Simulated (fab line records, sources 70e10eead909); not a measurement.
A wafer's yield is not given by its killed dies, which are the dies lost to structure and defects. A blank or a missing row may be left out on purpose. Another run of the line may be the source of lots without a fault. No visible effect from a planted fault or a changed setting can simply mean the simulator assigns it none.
fab line records | flow nand_harc
record: lots: 24 wafers: 72 last_day: 25
route steps=1159 shown P_BONDPAD@365 A_ONON_D1@425 A_CHANNEL_HOLE_D1@450
lots that met no fault: taken from a fault-free run of the same line
start_h: the number of hours between the record's first day and the start of the first shown wafer of the lot | wait_h: how many hours have passed since the lot's step before this one | " unchanged from the row above | L1.1+2: several wafers, shown together as one row | - no value, or no start given | * or withheld: withheld | < > ~ a bound
route shown NAME@n: a module of which the file shows steps, and the number in the route of the first | usual: the fault-free wafers' mean and standard deviation | same: alike in all rows | chamber/n: place in a boat | sites: readings site by site | _std_site: how widely they spread, as a standard deviation | _edge_site: inner sites' mean taken away from outer sites' mean | radius_mm: how far each site lies from the wafer's centre | mask NAME#n: copy n | behind: the tool/chamber that last shaped the wafer | hold: cause of the lot's hold/its duration in hours/its outcome | device: which transistor (n, p or np) failed to switch | end of line: tests run on the same wafers once the route is complete | a step given without rows: its recipe and nothing more | killed: dies that structure and defects cost at the first sort, which is not the same as the wafer's yield | map: the dies of a wafer, with x for killed, . for not killed, _ for no die there
set.NAME: the setting the step ran with; set.NAME@STEP: the setting that earlier step ran with | model.NAME: the simulator's own value behind a step, which no gauge read
steps of the route over a sample of lots; a table a step, a row a wafer
services: from which hour (start_h, from the record's first day; less than 0 if before it) a tool's chamber was out of use, for how many hours, and why
== steps ==
step: NHARC_P_BONDPAD_OVL_MEAS_38
usual: overlay_x_nm: 0/6 overlay_y_nm: -1/5
columns lot.wafer tool chamber start_h wait_h overlay_x_nm overlay_y_nm
L074.3 overlay-02 - 132.35 - 2 -1
L074.4 " - " " 1 0
L074.5 " - " " 2 0
L075.1 overlay-01 - 143.53 - 3 3
L075.4 " - " " 3 3
L075.5 " - " " 2 3
L076.2 overlay-01 - 144.77 - -5 0
L076.4 " - " " -4 -1
L076.6 " - " " -4 -1
L077.1 overlay-02 - 145.03 - -4 4
L077.2 " - " " -4 5
L077.6 " - " " -4 4
L079.1 overlay-01 - 155.66 - 9 8
L079.2 " - " " 10 8
L079.5 " - " " 10 8
L078.3 overlay-01 - 156.79 - 1 -10
L078.4 " - " " 1 -9
L078.6 " - " " 0 -9
L080.3 overlay-01 - 163.47 - 3 1
L080.4 " - " " 3 1
L080.5 " - " " 3 1
L081.4 overlay-02 - 164.18 - -1 3
L081.5 " - " " -2 3
L081.6 " - " " -2 3
L082.1 overlay-01 - 177.21 - 15 7
L082.2 " - " " 15 7
L082.4 " - " " 15 7
L083.2 overlay-02 - 178.24 - -1 8
L083.3 " - " " -2 8
L083.5 " - " " -1 8
L084.1 overlay-01 - 192.89 - -1 -5
L084.4 " - " " -1 -5
L084.5 " - " " -1 -6
L085.1 overlay-02 - 194.08 - 1 0
L085.2 " - " " 1 0
L085.4 " - " " 1 0
L086.1 overlay-02 - 207.07 - 8 -7
L086.2 " - " " 8 -6
L086.4 " - " " 8 -7
L087.2 overlay-01 - 207.87 - 5 -5
L087.4 " - " " 5 -4
L087.5 " - " " 6 -5
L088.2 overlay-01 - 213.79 - -2 -6
L088.4 " - " " -3 -7
L088.5 " - " " -3 -7
L089.1 overlay-02 - 218.13 - -8 -9
L089.3 " - " " -8 -9
L089.4 " - " " -8 -9
L090.1 overlay-02 - 218.89 - -7 -4
L090.3 " - " " -7 -4
L090.6 " - " " -7 -4
L091.2 overlay-01 - 227.74 - -6 -5
L091.3 " - " " -6 -5
L091.4 " - " " -6 -5
L092.3 overlay-02 - 228.57 - -7 0
L092.4 " - " " -7 0
L092.6 " - " " -7 1
L093.1 overlay-02 - 239.17 - 6 6
L093.3 " - " " 6 5
L093.6 " - " " 5 6
L094.2 overlay-02 - 241.05 - -6 0
L094.3 " - " " -6 0
L094.4 " - " " -6 1
L095.1 overlay-01 - 252.37 - 11 -4
L095.2 " - " " 10 -3
L095.4 " - " " 11 -4
L097.1 overlay-01 - 261.78 - -2 0
L097.4 " - " " -2 0
L097.6 " - " " -2 0
L096.1 overlay-02 - 266.68 - -2 -5
L096.3 " - " " -2 -5
L096.5 " - " " -2 -4
step: NHARC_A_ONON_D1_THK_MEAS_02
recipe: thk_meas_gauge: ellipsometry
usual: thk_nm: 1002/9.7
columns lot.wafer tool chamber start_h wait_h thk_nm
L074.3 film_metro-02 - 160.97 - 1014
L074.4 " - " " 1014
L074.5 " - " " 1016
L077.1 film_metro-01 - 170.92 - 995
L077.2 " - " " 993
L077.6 " - " " 996
L075.1 film_metro-02 - 171.24 - 986
L075.4 " - " " 985
L075.5 " - " " 985
L076.2 film_metro-01 - 171.25 - 1008
L076.4 " - " " 1006
L076.6 " - " " 1006
L079.1 film_metro-01 - 182.57 - 1009
L079.2 " - " " 1008
L079.5 " - " " 1008
L078.3 film_metro-02 - 182.58 - 1000
L078.4 " - " " 999
L078.6 " - " " 999
L080.3 film_metro-02 - 190.51 - 1008
L080.4 " - " " 1007
L080.5 " - " " 1007
L081.4 film_metro-02 - 190.52 - 984
L081.5 " - " " 985
L081.6 " - " " 984
L082.1 film_metro-02 - 205.66 - 995
L082.2 " - " " 996
L082.4 " - " " 996
L083.2 film_metro-01 - 205.69 - 996
L083.3 " - " " 996
L083.5 " - " " 995
L084.1 film_metro-01 - 224.31 - 995
L084.4 " - " " 993
L084.5 " - " " 994
L085.1 film_metro-02 - 224.31 - 1021
L085.2 " - " " 1020
L085.4 " - " " 1021
L087.2 film_metro-02 - 236.03 - 1010
L087.4 " - " " 1011
L087.5 " - " " 1011
L086.1 film_metro-01 - 236.05 - 997
L086.2 " - " " 998
L086.4 " - " " 998
L088.2 film_metro-01 - 240.90 - 1007
L088.4 " - " " 1009
L088.5 " - " " 1006
L090.1 film_metro-01 - 246.07 - 990
L090.3 " - " " 989
L090.6 " - " " 986
L089.1 film_metro-02 - 246.07 - 1007
L089.3 " - " " 1009
L089.4 " - " " 1006
L091.2 film_metro-01 - 254.65 - 1004
L091.3 " - " " 1003
L091.4 " - " " 1002
L092.3 film_metro-02 - 254.65 - 999
L092.4 " - " " 998
L092.6 " - " " 1000
L094.2 film_metro-02 - 265.84 - 1005
L094.3 " - " " 1006
L094.4 " - " " 1008
L093.1 film_metro-02 - 266.09 - 999
L093.3 " - " " 999
L093.6 " - " " 1000
L095.1 film_metro-02 - 278.87 - 1022
L095.2 " - " " 1020
L095.4 " - " " 1021
L097.1 film_metro-02 - 288.25 - 994
L097.4 " - " " 992
L097.6 " - " " 992
L096.1 film_metro-01 - 295.57 - 999
L096.3 " - " " 999
L096.5 " - " " 998
step: NHARC_A_CHANNEL_HOLE_D1_DEP_00
recipe: target_thk_a: 31000 temp_c: 400 material: aC
usual: throttle_valve_pct: 35.000/0.0087
columns lot.wafer tool chamber start_h wait_h throttle_valve_pct
L074.3 acl_dep-03 0 174.56 1.3 35.010
L074.4 " 0 " " 35.002
L074.5 " 0 " " 35.003
L077.1 acl_dep-03 0 184.16 0.8 35.002
L077.2 " 0 " " 35.003
L077.6 " 0 185.74 2.4 35.007
L075.1 acl_dep-01 0 184.59 1.1 35.005
L075.4 " 0 " " 35.007
L075.5 " 0 " " 35.010
L076.2 acl_dep-02 0 185.45 1.9 35.013
L076.4 " 0 " " 35.012
L076.6 " 0 " " 35.006
L079.1 acl_dep-03 0 195.61 0.8 34.991
L079.2 " 0 " " 34.995
L079.5 " 0 " " 35.002
L078.3 acl_dep-01 0 196.97 2.1 35.000
L078.4 " 0 " " 34.988
L078.6 " 0 " " 35.009
L080.3 acl_dep-02 0 204.52 1.7 35.002
L080.4 " 0 " " 35.017
L080.5 " 0 " " 34.998
L081.4 acl_dep-03 0 205.05 2.1 35.003
L081.5 " 0 " " 34.980
L081.6 " 0 " " 35.009
L082.1 acl_dep-02 0 218.01 0.1 34.996
L082.2 " 0 " " 35.012
L082.4 " 0 " " 35.010
L083.2 acl_dep-01 0 219.58 1.6 35.003
L083.3 " 0 " " 34.986
L083.5 " 0 " " 35.012
L084.1 acl_dep-01 0 239.93 0.1 35.000
L084.4 " 0 " " 34.989
L084.5 " 0 " " 34.999
L085.1 acl_dep-03 0 240.04 0.1 34.998
L085.2 " 0 " " 35.002
L085.4 " 0 " " 35.002
L087.2 acl_dep-03 0 252.18 0.4 35.007
L087.4 " 0 " " 34.994
L087.5 " 0 " " 34.998
L088.2 acl_dep-02 0 252.33 0.4 35.018
L088.4 " 0 " " 35.002
L088.5 " 0 " " 34.995
L086.1 acl_dep-01 0 252.44 0.3 35.000
L086.2 " 0 " " 34.999
L086.4 " 0 " " 34.994
L089.1 acl_dep-02 0 261.86 2.0 34.994
L089.3 " 0 " " 34.998
L089.4 " 0 " " 35.010
L090.1 acl_dep-01 0 262.42 2.3 34.995
L090.3 " 0 " " 34.996
L090.6 " 0 " " 35.011
L091.2 acl_dep-03 0 268.38 1.5 35.006
L091.3 " 0 " " 35.019
L091.4 " 0 " " 35.012
L092.3 acl_dep-01 0 268.47 1.6 34.982
L092.4 " 0 " " 35.000
L092.6 " 0 " " 34.990
L094.2 acl_dep-02 0 278.48 0.4 34.993
L094.3 " 0 " " 34.997
L094.4 " 0 " " 34.984
L093.1 acl_dep-03 0 278.98 0.9 35.007
L093.3 " 0 " " 35.004
L093.6 " 0 " " 34.999
L095.1 acl_dep-03 0 293.92 0.4 34.992
L095.2 " 0 " " 35.008
L095.4 " 0 " " 34.995
L097.1 acl_dep-02 0 301.30 0.9 34.985
L097.4 " 0 " " 35.005
L097.6 " 0 " " 35.008
L096.1 acl_dep-02 0 308.39 0.1 34.985
L096.3 " 0 " " 34.995
L096.5 " 0 " " 34.987
step: NHARC_A_CHANNEL_HOLE_D1_OVL_MEAS_11
usual: overlay_x_nm: -0.1/0.9 overlay_y_nm: 0.0/1.1
columns lot.wafer tool chamber start_h wait_h overlay_x_nm overlay_y_nm
L074.3 overlay-02 - 176.68 - 0.1 0.0
L074.4 " - " " -0.3 -0.2
L074.5 " - " " -1.1 0.2
L077.1 overlay-01 - 186.77 - 1.1 -1.4
L077.2 " - " " 1.4 -1.6
L077.6 " - " " 1.0 -1.3
L075.1 overlay-01 - 187.39 - -2.1 -0.3
L075.4 " - " " -2.0 -0.8
L075.5 " - " " -2.1 -0.6
L076.2 overlay-02 - 187.88 - 0.6 -1.0
L076.4 " - " " 0.6 0.2
L076.6 " - " " 0.7 -1.2
L079.1 overlay-01 - 198.47 - 0.2 0.2
L079.2 " - " " 0.4 -0.1
L079.5 " - " " 0.2 0.0
L078.3 overlay-02 - 199.08 - 0.0 0.1
L078.4 " - " " 0.1 0.6
L078.6 " - " " 0.1 0.4
L080.3 overlay-02 - 206.61 - 0.6 -1.6
L080.4 " - " " 0.4 -1.6
L080.5 " - " " 0.5 -1.5
L081.4 overlay-01 - 206.85 - -1.0 0.9
L081.5 " - " " -0.9 0.8
L081.6 " - " " -1.1 0.9
L082.1 overlay-01 - 220.74 - -1.1 0.4
L082.2 " - " " -1.4 0.2
L082.4 " - " " -1.0 -0.1
L083.2 overlay-01 - 222.00 - 1.3 -0.3
L083.3 " - " " 1.3 -0.2
L083.5 " - " " 1.2 0.0
L084.1 overlay-01 - 242.65 - -0.5 -2.1
L084.4 " - " " -0.4 -2.2
L084.5 " - " " -0.2 -2.1
L085.1 overlay-02 - 242.82 - -1.0 1.7
L085.2 " - " " -1.1 1.0
L085.4 " - " " -1.1 1.6
L087.2 overlay-01 - 254.58 - -1.2 -0.1
L087.4 " - " " -1.2 -0.3
L087.5 " - " " -1.3 0.0
L088.2 overlay-02 - 254.76 - 0.8 0.0
L088.4 " - " " 0.9 -0.1
L088.5 " - " " 0.2 0.3
L086.1 overlay-02 - 255.21 - 0.2 1.1
L086.2 " - " " 0.3 1.3
L086.4 " - " " 0.7 0.3
L089.1 overlay-01 - 264.61 - 0.1 0.3
L089.3 " - " " -0.4 1.0
L089.4 " - " " -0.5 0.5
L090.1 overlay-01 - 265.17 - 0.6 0.6
L090.3 " - " " 0.5 0.7
L090.6 " - " " 1.1 1.5
L092.3 overlay-01 - 270.58 - 0.5 2.2
L092.4 " - " " 0.7 2.2
L092.6 " - " " 0.8 2.4
L091.2 overlay-01 - 270.87 - -0.7 -2.1
L091.3 " - " " -1.6 -1.9
L091.4 " - " " -0.4 -1.2
L094.2 overlay-01 - 280.77 - -1.4 0.0
L094.3 " - " " -1.8 0.5
L094.4 " - " " -1.8 -0.3
L093.1 overlay-01 - 281.78 - 0.2 0.7
L093.3 " - " " 0.2 0.4
L093.6 " - " " 0.7 0.7
L095.1 overlay-02 - 297.01 - 0.6 -1.2
L095.2 " - " " 0.4 -0.8
L095.4 " - " " 0.9 -1.4
L097.1 overlay-02 - 304.02 - -0.4 1.1
L097.4 " - " " -0.5 0.9
L097.6 " - " " 0.0 0.3
L096.1 overlay-02 - 311.09 - -0.6 0.0
L096.3 " - " " -0.6 0.3
L096.5 " - " " -0.1 0.0
step: NHARC_A_CHANNEL_HOLE_D1_DESCUM_15
recipe: time_s: 3 o2_flow_sccm: 200 ar_flow_sccm: 0 bias_power_w: 0 chemistry: O2
usual: drypump_motor_current_A: 5.8/0.49 oes_product_au: 1.000/0.011 rf_vpp_V: 58.0/0.86 showerhead_plenum_p_Torr: 1.95/0.065 throttle_valve_pct: 11.311/0.0097
columns lot.wafer tool chamber start_h wait_h drypump_motor_current_A oes_product_au rf_hours_counter_h rf_vpp_V showerhead_plenum_p_Torr throttle_valve_pct
L074.3 rie_diel-08 1 176.79 0.1 6.3 0.991 3 57.9 2.04 11.320
L074.4 " 2 " " 6.3 0.992 3 58.3 1.93 11.313
L074.5 " 1 " " 6.3 0.984 - 58.3 2.04 11.308
L077.1 rie_diel-05 2 186.87 0.1 5.4 0.998 1 57.3 1.94 11.320
L077.2 " 3 " " 5.8 1.023 1 58.8 1.92 11.288
L077.6 " 1 " " 5.1 0.995 - 56.4 1.96 11.328
L075.4 rie_diel-03 3 187.49 0.1 4.8 0.984 10 56.8 1.85 11.309
L075.1 " 2 " " 5.4 0.974 10 56.5 1.78 11.303
L075.5 " 3 " " 4.8 0.978 - 59.9 1.85 11.312
L076.4 rie_diel-08 2 187.98 0.1 6.3 0.991 4 56.4 1.93 11.312
L076.2 " 1 " " 6.3 0.991 4 57.3 2.04 11.340
L076.6 " 2 " " 6.3 0.992 - 57.2 1.93 11.304
L079.1 rie_diel-08 0 198.57 0.1 6.1 0.990 4 58.1 1.98 11.318
L079.2 " 2 " " 6.3 0.985 5 57.7 1.93 11.309
L079.5 " 1 " " 6.3 0.981 - 57.5 2.04 11.313
L078.3 rie_diel-05 3 199.18 0.1 5.8 1.017 1 58.0 1.92 11.296
L078.4 " 0 " " 5.8 1.000 1 59.5 1.93 11.311
L078.6 " 0 " " 5.8 1.009 - 56.9 1.93 11.316
L080.4 rie_diel-08 1 206.72 0.1 6.3 1.014 6 58.1 2.04 11.312
L080.3 " 3 " " 6.3 1.013 5 59.0 2.03 11.313
L080.5 " 0 " " 6.0 1.013 - 57.9 1.98 11.310
L081.4 rie_diel-05 1 206.96 0.1 5.1 1.008 2 58.9 1.96 11.308
L081.6 " 0 " " 5.8 1.007 - 57.7 1.93 11.294
L081.5 " 1 " " 5.1 1.011 - 59.5 1.96 11.320
L082.2 rie_diel-05 1 220.84 0.1 5.1 1.011 3 59.2 1.96 11.314
L082.1 " 2 " " 5.4 1.002 4 58.6 1.94 11.326
L082.4 " 3 " " 5.8 1.024 4 58.6 1.92 11.302
L083.2 rie_diel-08 3 222.12 0.1 6.3 1.009 7 58.1 2.03 11.304
L083.3 " 0 " " 6.1 1.000 6 58.1 1.98 11.309
L083.5 " 1 " " 6.3 0.995 - 59.8 2.04 11.315
L084.4 rie_diel-08 2 242.75 0.1 6.3 0.988 9 58.3 1.93 11.315
L084.1 " 1 " " 6.3 0.988 8 57.2 2.04 11.307
L084.5 " 2 " " 6.3 0.981 - 57.0 1.93 11.318
L085.4 rie_diel-03 3 242.92 0.1 4.8 1.001 1 58.7 1.85 11.316
L085.2 " 1 " " 5.8 1.011 1 57.2 2.02 11.309
L085.1 " 2 " " 5.3 1.007 1 57.1 1.78 11.317
L087.4 rie_diel-08 2 254.68 0.1 6.3 0.981 10 58.4 1.93 11.323
L087.2 " 0 " " 6.1 1.001 8 57.7 1.98 11.314
L087.5 " 2 " " 6.3 0.983 - 57.9 1.93 11.296
L088.2 rie_diel-05 1 254.86 0.1 5.1 1.004 5 57.5 1.96 11.313
L088.4 " 2 " " 5.4 1.004 5 57.6 1.94 11.316
L088.5 " 1 " " 5.1 1.002 - 58.3 1.96 11.329
L086.2 rie_diel-03 2 255.30 0.1 5.4 1.004 2 58.3 1.78 11.322
L086.4 " 0 " " 5.2 0.996 2 57.0 1.91 11.312
L086.1 " 1 " " 5.8 0.994 2 58.2 2.02 11.311
L089.3 rie_diel-03 1 264.71 0.1 5.9 1.001 3 58.7 2.02 11.317
L089.4 " 2 " " 5.4 1.009 3 56.3 1.78 11.306
L089.1 " 3 " " 4.8 1.000 4 57.5 1.85 11.311
L090.1 rie_diel-05 1 265.28 0.1 5.1 1.001 6 58.5 1.96 11.309
L090.3 " 3 " " 5.8 1.014 6 57.5 1.92 11.322
L090.6 " 0 " " 5.8 1.003 - 57.0 1.93 11.319
L092.4 rie_diel-08 2 270.68 0.1 6.3 0.985 10 57.5 1.93 11.287
L092.3 " 0 " " 6.1 1.011 9 57.8 1.98 11.302
L092.6 " 1 " " 6.3 0.996 - 58.1 2.04 11.315
L091.3 rie_diel-08 1 270.99 0.1 6.3 0.989 10 59.2 2.04 11.300
L091.2 " 3 " " 6.3 1.016 10 59.3 2.03 11.317
L091.4 " 0 " " 6.1 1.006 9 58.9 1.98 11.305
L094.3 rie_diel-03 0 280.87 0.1 5.2 1.009 5 58.2 1.91 11.307
L094.2 " 1 " " 5.9 0.979 4 56.8 2.02 11.311
L094.4 " 2 " " 5.4 1.000 5 57.6 1.78 11.294
L093.1 rie_diel-08 2 281.88 0.1 6.3 0.981 11 58.4 1.93 11.299
L093.3 " 0 " " 6.1 1.004 10 57.5 1.98 11.325
L093.6 " 3 " " 6.3 1.010 - 56.8 2.03 11.308
L095.2 rie_diel-05 2 297.11 0.1 5.4 0.994 8 57.9 1.94 11.311
L095.1 " 0 " " 5.8 1.008 8 57.8 1.93 11.308
L095.4 " 1 " " 5.1 0.994 8 58.0 1.96 11.313
L097.1 rie_diel-05 2 304.15 0.1 5.4 0.995 8 55.6 1.94 11.311
L097.4 " 3 " " 5.8 1.015 8 57.6 1.92 11.326
L097.6 " 0 " " 5.8 0.997 - 58.4 1.93 11.317
L096.1 rie_diel-08 0 311.19 0.1 6.1 0.997 0 58.5 1.98 11.310
L096.3 " 2 " " 6.3 0.992 0 59.2 1.93 11.321
L096.5 " 3 " " 6.3 1.020 - 59.9 2.03 11.323
step: NHARC_A_CHANNEL_HOLE_D1_ETCH_38
recipe: target_depth_a: 390 over_etch_frac: 0.3 time_s: 65 ion_energy_ev: 80 cf4_flow_sccm: 150 ar_flow_sccm: 0 rf_w: 300 bias_w: 100 chemistry: CF4
usual: drypump_motor_current_A: 5.8/0.47 oes_product_au: 0.999/0.012 rf_vpp_V: 151.7/1 showerhead_plenum_p_Torr: 1.80/0.055 throttle_valve_pct: 13.284/0.0089
columns lot.wafer tool chamber start_h wait_h drypump_motor_current_A oes_product_au rf_hours_counter_h rf_vpp_V showerhead_plenum_p_Torr throttle_valve_pct
L074.4 rie_diel-08 1 176.86 0.1 6.3 1.002 3 151.3 1.88 13.291
L074.3 " 2 " " 6.3 0.996 3 150.1 1.79 13.282
L074.5 " 1 " " 6.3 0.983 - 152.6 1.88 13.288
L077.1 rie_diel-05 1 186.96 0.1 5.1 0.999 0 151.5 1.81 13.287
L077.2 " 3 " " 5.8 1.016 1 148.5 1.77 13.283
L077.6 " 0 " " 5.8 1.004 - 150.8 1.78 13.283
L075.1 rie_diel-03 1 187.58 0.1 5.9 0.997 10 151.4 1.86 13.284
L075.4 " 2 " " 5.4 0.992 10 149.1 1.65 13.307
L075.5 " 1 " " 5.8 0.993 - 152.4 1.86 13.292
L076.2 rie_diel-08 3 188.07 0.1 6.3 1.005 4 151.9 1.87 13.262
L076.4 " 0 " " 6.1 0.993 3 152.2 1.83 13.279
L076.6 " 3 " " 6.3 1.026 - 153.3 1.87 13.282
L079.2 rie_diel-08 3 198.65 0.1 6.3 1.014 5 153.8 1.87 13.280
L079.1 " 0 " " 6.1 1.002 4 152.2 1.83 13.291
L079.5 " 0 " " 6.1 1.006 - 151.5 1.83 13.281
L078.4 rie_diel-05 1 199.26 0.1 5.1 1.004 1 152.6 1.81 13.274
L078.3 " 0 " " 5.8 1.003 1 152.1 1.78 13.289
L078.6 " 2 " " 5.4 1.000 - 151.9 1.80 13.280
L080.3 rie_diel-08 1 206.81 0.1 6.3 0.991 6 152.7 1.88 13.294
L080.4 " 2 " " 6.3 0.999 6 152.6 1.79 13.287
L080.5 " 3 " " 6.3 1.005 - 153.1 1.87 13.290
L081.4 rie_diel-05 2 207.05 0.1 5.5 0.998 2 152.3 1.80 13.286
L081.5 " 3 " " 5.8 1.024 - 151.8 1.77 13.275
L081.6 " 0 " " 5.8 1.000 - 152.1 1.78 13.289
L082.2 rie_diel-05 2 220.93 0.1 5.5 1.005 4 151.3 1.79 13.264
L082.1 " 3 " " 5.8 1.016 4 151.7 1.77 13.300
L082.4 " 0 " " 5.7 0.993 4 150.4 1.78 13.293
L083.2 rie_diel-08 2 222.19 0.1 6.3 0.991 8 152.2 1.79 13.278
L083.3 " 3 " " 6.3 1.017 7 152.8 1.87 13.275
L083.5 " 1 " " 6.3 0.989 - 151.8 1.88 13.271
L084.1 rie_diel-08 3 242.83 0.1 6.3 1.015 8 151.9 1.87 13.299
L084.4 " 0 " " 6.1 0.988 7 151.7 1.83 13.284
L084.5 " 0 " " 6.1 0.997 - 152.2 1.83 13.283
L085.2 rie_diel-03 1 243.00 0.1 5.9 0.992 1 152.7 1.86 13.257
L085.1 " 3 " " 4.8 0.990 1 150.3 1.72 13.286
L085.4 " 0 " " 5.2 1.000 1 151.0 1.77 13.279
L087.2 rie_diel-08 3 254.76 0.1 6.3 1.028 9 153.1 1.87 13.290
L087.4 " 2 " " 6.3 0.989 10 150.5 1.78 13.279
L087.5 " 3 " " 6.3 1.011 - 152.0 1.87 13.294
L088.2 rie_diel-05 2 254.95 0.1 5.4 0.998 5 150.5 1.79 13.283
L088.4 " 0 " " 5.8 0.993 6 151.1 1.78 13.291
L088.5 " 3 " " 5.8 1.011 - 151.0 1.77 13.274
L086.1 rie_diel-03 0 255.39 0.1 5.2 0.998 2 151.0 1.77 13.275
L086.2 " 1 " " 5.8 0.990 2 152.1 1.86 13.283
L086.4 " 3 " " 4.8 0.992 3 150.8 1.72 13.285
L089.4 rie_diel-03 3 264.79 0.1 4.8 0.970 4 149.1 1.72 13.294
L089.1 " 0 " " 5.2 0.989 3 152.7 1.77 13.288
L089.3 " 2 " " 5.4 1.006 3 149.4 1.65 13.300
L090.1 rie_diel-05 2 265.40 0.1 5.4 0.992 6 150.1 1.79 13.285
L090.3 " 3 " " 5.8 1.020 6 151.4 1.77 13.268
L090.6 " 3 " " 5.8 1.022 - 150.9 1.77 13.280
L092.4 rie_diel-08 3 270.76 0.1 6.2 1.020 10 151.4 1.87 13.288
L092.3 " 1 " " 6.3 0.995 10 151.5 1.88 13.260
L092.6 " 2 " " 6.3 0.995 - 150.7 1.78 13.291
L091.3 rie_diel-08 1 271.08 0.1 6.3 0.979 10 153.0 1.88 13.284
L091.4 " 3 " " 6.3 0.998 10 153.9 1.87 13.278
L091.2 " 0 " " 6.1 0.996 9 150.9 1.82 13.274
L094.2 rie_diel-03 3 280.95 0.1 4.8 0.980 5 151.6 1.72 13.278
L094.4 " 1 " " 5.9 0.988 5 152.0 1.86 13.282
L094.3 " 2 " " 5.3 0.997 5 151.0 1.65 13.283
L093.1 rie_diel-08 1 281.97 0.1 6.3 0.986 11 152.8 1.88 13.293
L093.3 " 2 " " 6.3 0.984 11 153.4 1.78 13.285
L093.6 " 1 " " 6.3 0.972 - 151.9 1.88 13.275
L095.2 rie_diel-05 1 297.19 0.1 5.1 0.987 8 152.1 1.81 13.287
L095.1 " 2 " " 5.4 0.987 8 151.8 1.79 13.287
L095.4 " 0 " " 5.8 0.997 8 152.9 1.78 13.280
L097.4 rie_diel-05 0 304.23 0.1 5.8 0.999 9 150.8 1.78 13.283
L097.1 " 2 " " 5.5 0.997 8 151.9 1.79 13.292
L097.6 " 3 " " 5.8 1.029 - 151.0 1.77 13.262
L096.1 rie_diel-08 3 311.29 0.1 6.3 1.020 0 152.1 1.87 13.276
L096.3 " 2 " " 6.3 0.991 0 152.0 1.78 13.277
L096.5 " 2 " " 6.3 0.991 - 151.4 1.78 13.278
== services ==
columns tool chamber start_h hours kind
rie_diel-08 0 158.30 - clean
rie_diel-08 1 158.30 - clean
rie_diel-08 2 158.30 - clean
rie_diel-08 3 158.30 - clean
rie_diel-05 - 163.60 9.0 pm
acl_dep-02 - 168.48 13.0 pm
rie_diel-05 1 180.34 6.3 repair
rie_diel-08 0 182.81 - clean
rie_diel-08 1 182.81 - clean
rie_diel-08 2 182.81 - clean
rie_diel-08 3 182.81 - clean
rie_diel-08 0 207.33 - clean
rie_diel-03 - 215.62 9.0 pm
acl_dep-03 - 224.58 13.0 pm
rie_diel-08 2 267.81 1.6 repair
rie_diel-05 - 270.91 0.4 repair
rie_diel-03 3 273.22 7.1 repair
rie_diel-03 1 281.00 6.0 repair
rie_diel-08 - 288.33 0.1 repair
acl_dep-01 - 290.17 0.2 repair
acl_dep-01 - 293.24 13.0 pm
rie_diel-03 3 297.26 2.5 repair
rie_diel-08 - 299.84 0.4 repair
rie_diel-08 - 301.80 9.0 pm
== key ==
fault none
